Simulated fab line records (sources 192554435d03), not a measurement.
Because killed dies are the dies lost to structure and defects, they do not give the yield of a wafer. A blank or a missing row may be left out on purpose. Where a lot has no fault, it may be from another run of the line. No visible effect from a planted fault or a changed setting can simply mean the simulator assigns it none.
fab line records    flow n5Finfet
[record] lots = 5  wafers = 14  lastDay = 19
route steps=1938 shown BEOL_M9@1410 PASSIVATION@1936
lots untouched by any fault: they come from a run of this same line in which no faults occurred
startH: start of the lot's first displayed wafer, in hours after the record's first day    waitH: how many hours have passed since the lot's step before this one    " repeats the value in the row above    L1.1+2: several wafers, shown together as one row    - no value, or no start was given    * or withheld: withheld    < > ~ a bound
route shown NAME@n: names a module that has steps shown in the file, with the first one's number in the route    usual: mean/standard deviation taken from wafers without a fault    same: alike in all rows    chamber/n: place in a boat    sites: readings site by site    _std_site: standard deviation of those values    _edge_site: inner sites' mean taken away from outer sites' mean    radiusMm: for every site, how far away it sits from the centre of the wafer    mask NAME#n: copy n    behind: the most recent tool/chamber to have shaped the wafer    hold: why the lot was held/for how many hours/how that ended    device: transistor that didn't switch, given as n, p or np    end of line: tests of these same wafers at the route's end    a step without rows: its recipe alone    killed: count of dies lost to structure and defects at first sort (not the wafer's yield)    map: the dies of a wafer, with x for killed, . for not killed, _ for no die there
set.NAME: the setting the step ran with; set.NAME@STEP: the setting that earlier step ran with    model.NAME: the simulator's own value behind a step, which no gauge read
certain route steps with their lots: each step a table, each wafer a row
services: from which hour (startH, from the record's first day; less than 0 if before it) a tool's chamber was out of use, for how many hours, and why
[[steps]]
[step N5_BEOL_M9_SOFTBAKE_06]
[recipe] tempC = 110  timeS = 60  resist = CAR-ArF
[step N5_BEOL_M9_EXPOSE_08]
[recipe] maskId = M9  na = 1.35  sourceShape = dipole  sigmaInner = 0.411  sigmaOuter = 0.611  polarization = te  doseMj = 53.75
[step N5_BEOL_M9_PEB_09]
[recipe] pebTempC = withheld  pebTimeS = 60  resist = CAR-ArF
[step N5_BEOL_M9_DEVELOP_10]
[recipe] developTimeS = 30  developer = TMAH  resist = CAR-ArF  rinseLiquid = diw  dry = airSpin  devTempC = 23
[step N5_BEOL_M9_CD_MEAS_11]
[recipe] targetCdNm = 64.1  landingEnergyEv = 500  detector = seInlens  polarity = opening
[usual] cdNm = 63.9/0.61
lot.wafer  tool      chamber  startH  waitH  cdNm
L318.1     cdSem-02  0        255.40  -      64.2
L318.2     "         0        "       "      63.7
L318.6     "         0        "       "      65.1
L321.1     cdSem-02  0        278.09  -      63.5
L321.2     "         0        "       "      63.8
L321.6     "         0        "       "      64.1
L329.2     cdSem-02  0        339.56  -      64.8
L329.5     "         0        "       "      63.8
L334.2     cdSem-03  0        354.55  -      62.8
L334.4     "         0        "       "      63.5
L334.6     "         0        "       "      63.8
L335.1     cdSem-02  0        384.47  -      64.6
L335.2     "         0        "       "      63.7
L335.6     "         0        "       "      64.2
[step N5_BEOL_M9_OVL_MEAS_12]
[recipe] pointsPerWafer = 44
[usual] M9_OVL = 0.0/0.84
lot.wafer  tool        chamber  startH  waitH  M9_OVL[nm]
L318.1     overlay-02  0        255.43  0.0    -0.6
L318.2     "           0        "       "      -2.7
L318.6     "           0        "       "      -1.3
L321.1     overlay-02  0        278.12  0.0    -1.1
L321.2     "           0        "       "      -0.2
L321.6     "           0        "       "      0.3
L329.2     overlay-02  0        339.59  0.0    0.3
L329.5     "           0        "       "      -1.0
L334.2     overlay-02  0        354.58  0.0    -0.5
L334.4     "           0        "       "      0.2
L334.6     "           0        "       "      -0.3
L335.1     overlay-02  0        384.50  0.0    0.8
L335.2     "           0        "       "      0.9
L335.6     "           0        "       "      0.3
[step N5_BEOL_M9_INSPECT_13]
[recipe] mode = adi  inspectInstrument = brightfield
[usual] rawDefectCount = 422/100
lot.wafer  tool              chamber  startH  waitH  rawDefectCount
L318.1     defectInspect-01  -        255.46  0.0    509
L318.2     "                 -        "       "      325
L318.6     "                 -        "       "      416
L321.1     defectInspect-01  -        278.14  0.0    525
L321.2     "                 -        "       "      464
L321.6     "                 -        "       "      456
L329.2     defectInspect-02  -        339.61  0.0    544
L329.5     "                 -        "       "      453
L334.2     defectInspect-02  -        354.61  0.0    536
L334.4     "                 -        "       "      354
L334.6     "                 -        "       "      432
L335.1     defectInspect-02  -        384.53  0.0    258
L335.2     "                 -        "       "      294
L335.6     "                 -        "       "      238
[step N5_BEOL_M9_DESCUM_16]
[recipe] chemistry = O2  timeS = 7.9  sourcePowerW = 50  biasPowerW = 20  pressureMtorr = 20  rfFrequencyHz = 2.712e+07  tempC = 40  resist = CAR-ArF  o2FlowSccm = 225
[usual] chamberPressureMTorr = 19.996/0.019  drypumpMotorCurrentA = 5.5/0.46  oesProductAu = 0.81/0.08  rfVppV = 243.2/1.5  showerheadPlenumPTorr = 2.09/0.079  throttleValvePct = 20.46/0.22
lot.wafer  tool        chamber  startH  waitH  chamberPressureMTorr  drypumpMotorCurrentA  oesProductAu  rfHoursCounterH  rfVppV  showerheadPlenumPTorr  throttleValvePct
L318.1     rieDiel-01  3        256.10  0.6    19.963                5.6                   0.91          28               244.3   2.15                   20.12
L318.2     "           2        "       "      20.018                5.4                   0.87          52               242.3   2.04                   20.30
L318.6     "           2        "       "      20.012                5.4                   0.87          -                242.7   2.04                   20.29
L321.1     rieDiel-04  2        278.18  0.0    20.021                4.7                   0.68          244              241.4   1.97                   20.47
L321.2     "           3        "       "      20.013                6.4                   0.74          178              243.0   2.06                   20.54
L321.6     "           0        "       "      19.971                5.2                   0.86          -                242.9   2.09                   20.29
L329.2     rieDiel-04  0        339.64  0.0    19.983                5.3                   0.84          67               244.7   2.09                   20.33
L329.5     "           2        "       "      19.992                4.8                   0.98          -                245.1   2.23                   19.97
L334.2     rieDiel-03  3        354.64  0.0    19.996                6.2                   0.78          87               242.6   2.02                   20.49
L334.4     "           0        "       "      20.017                5.0                   0.87          62               245.5   2.20                   20.24
L334.6     "           0        "       "      20.008                5.0                   0.86          -                246.0   2.20                   20.24
L335.1     rieDiel-03  3        384.56  0.0    19.992                6.2                   0.78          95               241.7   2.02                   20.52
L335.2     "           2        "       "      19.975                5.1                   0.77          150              242.8   2.08                   20.39
L335.6     "           2        "       "      19.981                5.1                   0.76          -                242.6   2.08                   20.39
[step N5_BEOL_M9_ETCH_61]
[recipe] chemistry = CF4  target = SiARC  targetDepthA = 390  maskMaterial = CAR-ArF  timeS = 65  ionEnergyEv = 80  pressureMtorr = 40  sourceW = 545  biasW = 36  Ar_flow_sccm = 100  cf4FlowSccm = 100  ends = cleared
[usual] chamberPressureMTorr = 40.00/0.035  drypumpMotorCurrentA = 5.4/0.46  etchRfOnTimeS = 64.9/2.2  oesProductAu = 0.69/0.068  rfVppV = 184.1/1.2  showerheadPlenumPTorr = 2.14/0.073  throttleValvePct = 15.64/0.24
lot.wafer  tool        chamber  startH  waitH  chamberPressureMTorr  drypumpMotorCurrentA  etchRfOnTimeS  oesProductAu  rfHoursCounterH  rfVppV  showerheadPlenumPTorr  throttleValvePct
L318.1     rieDiel-01  3        256.14  0.0    39.97                 5.6                   60.9           0.79          28               185.7   2.20                   15.30
L318.2     "           2        "       "      40.09                 5.4                   66.9           0.74          52               181.5   2.08                   15.33
L318.6     "           2        "       "      40.00                 5.4                   67.4           0.74          -                182.6   2.08                   15.33
L321.1     rieDiel-04  2        278.21  0.0    39.99                 4.7                   67.6           0.58          244              182.1   1.99                   15.53
L321.2     "           3        "       "      39.99                 6.4                   63.6           0.62          178              183.1   2.12                   15.78
L321.6     "           0        "       "      39.99                 5.3                   63.9           0.74          -                184.6   2.17                   15.62
L329.2     rieDiel-04  0        339.68  0.0    40.06                 5.3                   63.6           0.73          67               184.0   2.16                   15.64
L329.5     "           2        "       "      39.96                 4.8                   65.8           0.82          -                186.1   2.24                   15.04
L334.2     rieDiel-03  3        354.67  0.0    40.00                 6.2                   64.4           0.68          87               184.2   2.09                   15.73
L334.4     "           0        "       "      40.05                 5.0                   64.4           0.75          62               184.8   2.26                   15.43
L334.6     "           0        "       "      39.98                 5.0                   64.8           0.75          -                185.6   2.26                   15.42
L335.1     rieDiel-03  3        384.60  0.0    40.01                 6.2                   63.1           0.68          95               183.4   2.09                   15.75
L335.2     "           2        "       "      39.96                 5.0                   63.4           0.67          150              184.1   2.16                   15.81
L335.6     "           2        "       "      39.97                 5.0                   63.1           0.67          -                184.6   2.16                   15.78
[step N5_BEOL_M9_ETCH_62]
[recipe] chemistry = N2/H2  target = SOC  targetDepthA = 1100  overetchA = 220  maskMaterial = SiARC  tempC = 40  timeS = 165  ionEnergyEv = 200  pressureMtorr = 30  sourceW = 840  biasW = 150  n2FlowSccm = 200  h2FlowSccm = 200
[usual] chamberPressureMTorr = 29.997/0.024  drypumpMotorCurrentA = 5.5/0.46  oesProductAu = 0.68/0.065  rfVppV = 523.9/2.8  showerheadPlenumPTorr = 2.54/0.092  throttleValvePct = 17.83/0.3
lot.wafer  tool        chamber  startH  waitH  chamberPressureMTorr  drypumpMotorCurrentA  oesProductAu  rfHoursCounterH  rfVppV  showerheadPlenumPTorr  throttleValvePct
L318.1     rieDiel-01  3        256.19  0.0    29.949                5.6                   0.75          28               525.6   2.57                   17.26
L318.2     "           2        "       "      30.021                5.5                   0.74          52               522.3   2.46                   17.58
L318.6     "           2        "       "      29.990                5.5                   0.75          -                521.6   2.46                   17.58
L321.1     rieDiel-04  2        278.26  0.0    30.008                4.7                   0.59          244              519.4   2.42                   18.05
L321.2     "           3        "       "      30.000                6.4                   0.62          178              524.1   2.55                   18.26
L321.6     "           0        "       "      29.993                5.3                   0.74          -                525.7   2.58                   17.91
L329.2     rieDiel-04  0        339.73  0.0    30.000                5.3                   0.71          67               525.0   2.57                   17.95
L329.5     "           2        "       "      29.998                4.8                   0.82          -                529.3   2.74                   17.58
L334.2     rieDiel-03  3        354.72  0.0    30.000                6.2                   0.67          87               522.4   2.46                   17.87
L334.4     "           0        "       "      30.017                5.0                   0.74          62               527.1   2.65                   17.38
L334.6     "           0        "       "      29.946                5.0                   0.74          -                526.8   2.65                   17.37
L335.1     rieDiel-03  3        384.65  0.0    29.992                6.2                   0.66          95               521.9   2.46                   17.89
L335.2     "           2        "       "      29.981                5.1                   0.66          150              523.5   2.55                   17.90
L335.6     "           2        "       "      29.957                5.1                   0.65          -                523.1   2.55                   17.90
[step N5_BEOL_M9_STRIP_68]
[recipe] chemistry = N2/H2  tempC = 40  n2FlowSccm = 200  h2FlowSccm = 200  rfFrequencyHz = 6e+07
[step N5_BEOL_M9_STRIP_67]
[recipe] chemistry = CF4  resist = SiARC  powerW = 300  biasPowerW = 75  pressureMtorr = 50  cf4FlowSccm = 150  rfFrequencyHz = 6e+07
[usual] chamberPressureMTorr = 50.00/0.048  drypumpMotorCurrentA = 5.4/0.46  oesProductAu = 0.81/0.076  rfVppV = 271.2/1.6  showerheadPlenumPTorr = 1.79/0.065  throttleValvePct = 13.60/0.24
lot.wafer  tool        chamber  startH  waitH  chamberPressureMTorr  drypumpMotorCurrentA  oesProductAu  rfHoursCounterH  rfVppV  showerheadPlenumPTorr  throttleValvePct
L318.1     rieDiel-01  3        256.33  0.0    50.06                 5.6                   0.89          28               272.2   1.85                   13.25
L318.2     "           2        "       "      50.05                 5.5                   0.88          52               269.6   1.75                   13.33
L318.6     "           2        "       "      49.99                 5.4                   0.88          -                268.9   1.75                   13.32
L321.1     rieDiel-04  2        278.41  0.0    50.00                 4.8                   0.69          244              269.2   1.67                   13.56
L321.2     "           3        "       "      49.99                 6.4                   0.72          178              270.4   1.76                   13.73
L321.6     "           0        "       "      49.94                 5.3                   0.87          -                272.0   1.81                   13.52
L329.2     rieDiel-04  0        339.87  0.0    49.91                 5.2                   0.85          67               271.5   1.80                   13.57
L329.5     "           2        "       "      49.97                 4.7                   0.97          -                274.2   1.87                   13.02
L334.2     rieDiel-03  3        354.87  0.0    50.05                 6.2                   0.79          87               269.6   1.74                   13.63
L334.4     "           0        "       "      50.04                 4.9                   0.88          62               272.8   1.90                   13.43
L334.6     "           0        "       "      49.97                 5.0                   0.86          -                273.4   1.90                   13.38
L335.1     rieDiel-03  3        386.83  0.0    50.03                 6.2                   0.78          95               269.8   1.74                   13.65
L335.2     "           2        "       "      49.98                 5.1                   0.78          150              272.2   1.81                   13.77
L335.6     "           2        "       "      49.99                 5.1                   0.77          -                273.3   1.81                   13.77
[step N5_BEOL_M9_HM_OPEN_17]
[recipe] chemistry = Cl2/BCl3  targetDepthA = 200  overetchA = 60  target = TiN  maskMaterial = SOC  ionEnergyEv = 150  pressureMtorr = 10  icpW = 1000  biasW = 126  Cl2_flow_sccm = 53.25  bcl3FlowSccm = 21.75  Ar_flow_sccm = 25
[usual] chamberPressureMTorr = 10.001/0.0089  drypumpMotorCurrentA = 5.7/0.39  oes_ar_750_au = 0.81/0.092  oesProductAu = 0.69/0.082  throttleValvePct = 22.19/0.29
lot.wafer  tool         chamber  startH  waitH  chamberPressureMTorr  drypumpMotorCurrentA  oes_ar_750_au  oesProductAu  rfHoursCounterH  throttleValvePct  model.SOC_of_BEOL_M9_COAT_59.thkNm
L318.1     rieMetal-03  0        256.37  0.0    10.007                5.4                   0.85           0.69          30               21.88             92.2
L318.2     "            1        "       "      9.992                 6.2                   0.81           0.70          27               22.04             92
L318.6     "            0        "       "      9.994                 5.3                   0.84           0.69          -                21.87             92.2
L321.1     rieMetal-02  0        278.45  0.0    9.999                 5.8                   0.64           0.54          114              22.32             92
L321.2     "            1        "       "      10.005                5.7                   0.77           0.70          33               22.58             92.2
L321.6     "            0        "       "      9.996                 5.8                   0.64           0.54          -                22.35             91.6
L329.2     rieMetal-02  1        339.92  0.0    9.997                 5.6                   0.75           0.67          38               22.63             93.8
L329.5     "            0        "       "      9.998                 5.8                   1.01           0.85          -                22.36             91.8
L334.2     rieMetal-01  0        354.91  0.0    10.012                5.2                   0.90           0.75          7                21.80             92
L334.4     "            0        "       "      10.003                5.2                   0.90           0.75          -                21.79             91.8
L334.6     "            0        "       "      9.996                 5.2                   0.90           0.75          -                21.77             92.2
L335.1     rieMetal-03  1        386.87  0.0    10.008                6.2                   0.77           0.66          41               22.06             92.2
L335.2     "            0        "       "      9.992                 5.3                   0.80           0.66          44               21.91             92
L335.6     "            0        "       "      10.002                5.3                   0.80           0.66          -                21.93             92.2
[step N5_BEOL_M9_STRIP_19]
[recipe] chemistry = O2  powerW = 400  tempC = 40  pressureMtorr = 30  rfFrequencyHz = 6e+07  biasPowerW = 0  overashFraction = 0.2  o2FlowSccm = 225
[usual] chamberPressureMTorr = 30.00/0.035  drypumpMotorCurrentA = 5.4/0.45  oesProductAu = 0.80/0.075  rfVppV = 3.7/0.52  showerheadPlenumPTorr = 2.09/0.078  throttleValvePct = 16.70/0.2
[same] overashFraction = 0.2
lot.wafer  tool        chamber  startH  waitH  chamberPressureMTorr  drypumpMotorCurrentA  oesProductAu  rfHoursCounterH  rfVppV  showerheadPlenumPTorr  throttleValvePct
L318.1     rieDiel-04  0        256.54  0.1    30.06                 5.3                   0.87          39               3.0     2.10                   16.55
L318.2     "           3        "       "      30.00                 6.4                   0.74          169              3.7     2.07                   16.79
L318.6     "           2        "       "      30.09                 4.7                   0.70          -                4.0     1.98                   16.71
L321.1     rieDiel-04  3        278.56  0.1    30.02                 6.4                   0.73          178              4.0     2.06                   16.84
L321.2     "           1        "       "      29.92                 5.7                   0.76          172              4.2     2.09                   16.82
L321.6     "           0        "       "      30.01                 5.3                   0.86          -                4.1     2.10                   16.53
L329.2     rieDiel-01  2        340.18  0.2    29.97                 5.5                   0.84          82               4.2     2.03                   16.54
L329.5     "           3        "       "      30.01                 5.6                   0.86          -                3.6     2.15                   16.40
L334.2     rieDiel-03  0        355.02  0.1    30.00                 5.0                   0.87          62               3.2     2.21                   16.44
L334.4     "           1        "       "      30.03                 5.6                   0.70          236              4.5     2.08                   17.08
L334.6     "           3        "       "      29.96                 6.2                   0.79          -                4.4     2.03                   16.73
L335.1     rieDiel-03  3        386.98  0.1    30.00                 6.2                   0.79          95               3.8     2.02                   16.75
L335.2     "           1        "       "      30.00                 5.6                   0.69          244              2.6     2.08                   17.07
L335.6     "           2        "       "      29.98                 5.1                   0.78          -                4.2     2.09                   16.69
[step N5_PASSIVATION_PROBE_49]
[usual] defectLimitedYield = 91.3/1.4  killed_at_M0_to_M3 = 36/10  killed_at_M4_up = 13/5.4  killedAtContacts = 12/5.3  killedAtFrontEnd = 39/10  killedAtOther = 3.2/2.7  killedDies = 103/16  killedOpen = 68/13  killedShort = 33/6.6  sort_bin_5_function = 5.1/0.92  sort_bin_6_memory = 3.3/0.68  sort_bin_8_speed = 0.1/0.41  sortNPass = 1077/17  sortYieldPct = 91.2/1.4
[same] grossDies = 1180  killedAtBackSide = 0  sort_bin_4_leakage[%] = 0
lot.wafer  tool       chamber  startH  waitH  defectLimitedYield[%]  killed_at_M0_to_M3  killed_at_M4_up  killedAtContacts  killedAtFrontEnd  killedAtOther  killedDies  killedOpen  killedShort  sort_bin_5_function[%]  sort_bin_6_memory[%]  sort_bin_8_speed[%]  sortNPass  sortYieldPct[%]
L318.1     prober-01  -        325.38  0.0    91.7                   41                  7                10                38                2              98          58          38           5.0                     3.1                   0                    1082       91.7
L318.2     prober-01  -        325.43  0.1    91.3                   44                  9                13                36                1              103         62          38           4.5                     3.8                   0.8                  1068       90.5
L318.6     prober-01  -        325.63  0.3    93.7                   35                  10               7                 22                0              74          49          23           3.3                     2.4                   0                    1106       93.7
L321.1     prober-02  -        345.42  0.0    91.4                   20                  5                13                62                1              101         78          21           4.9                     3.6                   0                    1079       91.4
L321.2     prober-02  -        345.47  0.1    91.5                   31                  12               6                 50                1              100         59          38           5.0                     3.2                   0                    1080       91.5
L321.6     prober-02  -        345.67  0.3    92.9                   30                  10               13                27                4              84          56          27           4.7                     2.2                   0                    1096       92.9
L329.2     prober-01  -        402.41  0.1    93.2                   19                  22               9                 29                1              80          54          16           5.0                     1.6                   0                    1100       93.2
L329.5     prober-01  -        402.56  0.2    90.3                   57                  3                20                33                1              114         82          31           5.5                     3.8                   0                    1066       90.3
L334.2     prober-01  -        432.45  0.1    87.9                   46                  10               24                57                6              143         101         40           6.6                     5.1                   0                    1037       87.9
L334.4     prober-01  -        432.55  0.2    87.3                   42                  11               24                69                4              150         108         42           7.8                     4.7                   0                    1030       87.3
L334.6     prober-01  -        432.65  0.3    90.6                   40                  15               20                32                4              111         86          23           5.3                     3.7                   0                    1069       90.6
L335.1     prober-02  -        449.67  0.0    91.9                   28                  18               16                27                7              96          71          23           4.4                     3.3                   0                    1084       91.9
L335.2     prober-02  -        449.72  0.1    92.6                   30                  9                12                33                3              87          52          35           4.6                     2.5                   0                    1093       92.6
L335.6     prober-02  -        449.92  0.3    92.2                   40                  11               6                 35                0              92          57          35           4.8                     2.7                   0                    1088       92.2
// killed by level:class
L318.1 FIN_SAQP:geometricParticle:open=13 FIN_SAQP:geometricParticle:short=11 BEOL_M1:geometricParticle:open=11 BEOL_M0_SAQP:geometricParticle:short=8 BEOL_M3:geometricParticle:open=8 MOL_CONTACT_COAG:geometricParticle:open=6 BEOL_M2:geometricParticle:open=6 GATE_CUT:geometricParticle:short=4
L318.2 BEOL_M0_SAQP:geometricParticle:short=16 MOL_CONTACT_COAG:geometricParticle:open=11 FIN_SAQP:geometricParticle:open=9 BEOL_M0_SAQP:geometricParticle:open=9 FIN_SAQP:geometricParticle:short=8 STI_FIN_REVEAL:geometricParticle:open=8 BEOL_M1:geometricParticle:open=8 BEOL_M3:geometricParticle:open=7
L318.6 BEOL_M3:geometricParticle:open=9 BEOL_M0_SAQP:geometricParticle:open=8 MOL_CONTACT_COAG:geometricParticle:open=7 FIN_SAQP:geometricParticle:short=6 BEOL_M1:geometricParticle:open=6 STARTING-WAFER:geometricParticle:short=6 BEOL_M4:geometricParticle:open=5 BEOL_M0_SAQP:geometricParticle:short=4
L321.1 STI_FIN_REVEAL:geometricParticle:open=32 MOL_CONTACT_COAG:geometricParticle:open=11 STARTING-WAFER:geometricParticle:open=7 FIN_SAQP:geometricParticle:open=6 BEOL_M0_SAQP:geometricParticle:short=4 BEOL_M1:geometricParticle:open=4 BEOL_M2:geometricParticle:open=4 STI_FIN_REVEAL:geometricParticle:short=3
L321.2 STI_FIN_REVEAL:geometricParticle:open=13 BEOL_M0_SAQP:geometricParticle:short=9 FIN_SAQP:geometricParticle:open=8 FIN_SAQP:geometricParticle:short=6 STARTING-WAFER:geometricParticle:open=6 MOL_CONTACT_COAG:geometricParticle:open=5 BEOL_M0_SAQP:geometricParticle:open=5 BEOL_M1:geometricParticle:short=5
L321.6 MOL_CONTACT_COAG:geometricParticle:open=11 BEOL_M3:geometricParticle:open=7 FIN_SAQP:geometricParticle:open=6 BEOL_M0_SAQP:geometricParticle:short=6 FIN_SAQP:geometricParticle:short=5 BEOL_M5:geometricParticle:open=5 STI_FIN_REVEAL:geometricParticle:open=4 DUMMY_GATE:geometricParticle:open=4
L329.2 STI_FIN_REVEAL:geometricParticle:open=11 BEOL_M9:areaOpen=9 BEOL_M4:geometricParticle:open=8 MOL_CONTACT_COAG:geometricParticle:open=6 ILD0:geometricParticle:open=4 BEOL_M0_SAQP:geometricParticle:short=4 BEOL_M0:geometricParticle:open=4 BEOL_M2:geometricParticle:open=4
L329.5 STI_FIN_REVEAL:geometricParticle:open=17 MOL_CONTACT_COAG:geometricParticle:open=15 BEOL_M2:geometricParticle:open=15 BEOL_M0_SAQP:geometricParticle:short=9 BEOL_M3:geometricParticle:open=9 BEOL_M0:geometricParticle:open=6 BEOL_M1:geometricParticle:open=6 MOL_CONTACT_COAG:geometricParticle:short=5
L334.2 STI_FIN_REVEAL:geometricParticle:open=25 MOL_CONTACT_COAG:geometricParticle:open=20 BEOL_M0_SAQP:geometricParticle:short=10 BEOL_M1:geometricParticle:open=10 BEOL_M0_SAQP:geometricParticle:open=8 BEOL_M2:geometricParticle:open=8 BEOL_M3:geometricParticle:open=6 STI_FIN_REVEAL:geometricParticle:short=5
L334.4 STI_FIN_REVEAL:geometricParticle:open=30 MOL_CONTACT_COAG:geometricParticle:open=21 BEOL_M3:geometricParticle:open=12 STI_FIN_REVEAL:geometricParticle:short=9 FIN_SAQP:geometricParticle:open=8 DUMMY_GATE:geometricParticle:open=7 BEOL_M2:geometricParticle:open=7 BEOL_M0_SAQP:geometricParticle:open=6
L334.6 MOL_CONTACT_COAG:geometricParticle:open=17 STI_FIN_REVEAL:geometricParticle:open=9 BEOL_M2:geometricParticle:open=9 BEOL_M3:geometricParticle:open=9 BEOL_M1:geometricParticle:open=8 BEOL_M5:geometricParticle:open=8 DUMMY_GATE:geometricParticle:open=4 GATE_CUT:geometricParticle:open=4
L335.1 MOL_CONTACT_COAG:geometricParticle:open=15 BEOL_M3:geometricParticle:open=9 GATE_CUT:geometricParticle:short=6 BEOL_M4:geometricParticle:open=6 STI_FIN_REVEAL:geometricParticle:open=5 BEOL_M5:geometricParticle:open=4 GATE_CUT:geometricParticle:open=4 BEOL_M0_SAQP:geometricParticle:open=4
L335.2 BEOL_M0_SAQP:geometricParticle:open=8 MOL_CONTACT_COAG:geometricParticle:open=7 FIN_SAQP:geometricParticle:short=6 BEOL_M0_SAQP:geometricParticle:short=6 FIN_SAQP:geometricParticle:open=5 STI_FIN_REVEAL:geometricParticle:open=5 MOL_CONTACT_COAG:geometricParticle:short=5 DUMMY_GATE:geometricParticle:open=4
L335.6 BEOL_M0_SAQP:geometricParticle:short=14 BEOL_M0_SAQP:geometricParticle:open=9 GATE_CUT:geometricParticle:open=6 DUMMY_GATE:geometricParticle:open=5 MOL_CONTACT_COAG:geometricParticle:open=5 GATE_CUT:geometricParticle:short=4 STARTING-WAFER:geometricParticle:open=4 BEOL_M1:geometricParticle:open=4
[[services]]
tool         chamber  startH  hours  kind
rieDiel-01   3        232.64  22.4   repair
rieMetal-02  1        241.66  7.5    repair
rieDiel-03   -        244.35  28.1   pm
rieMetal-01  0        248.07  -      clean
rieMetal-01  0        248.07  20.8   scheduledDown
rieMetal-01  0        248.07  20.8   ventCycle
rieMetal-01  1        255.86  23.3   repair
rieDiel-03   -        274.37  14.6   pm
rieDiel-04   2        292.60  -      clean
rieDiel-04   2        292.60  -      consumableReplace:focusRing
rieDiel-04   2        292.60  -      consumableReplace:showerhead
rieDiel-04   2        292.60  22.2   scheduledDown
rieDiel-04   2        292.60  22.2   ventCycle
rieDiel-03   -        302.43  0.1    repair
rieDiel-04   -        305.71  4.3    pm
rieDiel-01   -        311.69  0.4    repair
rieMetal-02  0        314.15  -      clean
rieMetal-02  0        314.15  19.6   scheduledDown
rieMetal-02  0        314.15  19.6   ventCycle
rieMetal-02  -        331.82  0.9    repair
rieMetal-01  -        373.97  2.8    pm
rieDiel-04   1        386.02  8.0    repair
[[key]]
firstSign none at tools or gauges
[modelEffect] step = N5_BEOL_M9_HM_OPEN_17  value = SOC_of_BEOL_M9_COAT_59.thkNm  without = 92.2  struck = 93.8
metAt N5_BEOL_M9_HM_OPEN_17
struckWafers L329.2
onsetBetween 278.45 339.92
[fault] kind = processParameterDrift  tool = rieMetal-02  chamber = -  onsetH = 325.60  steps = N5_BEOL_M9_HM_OPEN_17  channel = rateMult  offset = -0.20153  shape = step  endH = 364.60  scope = struckWafersOnly
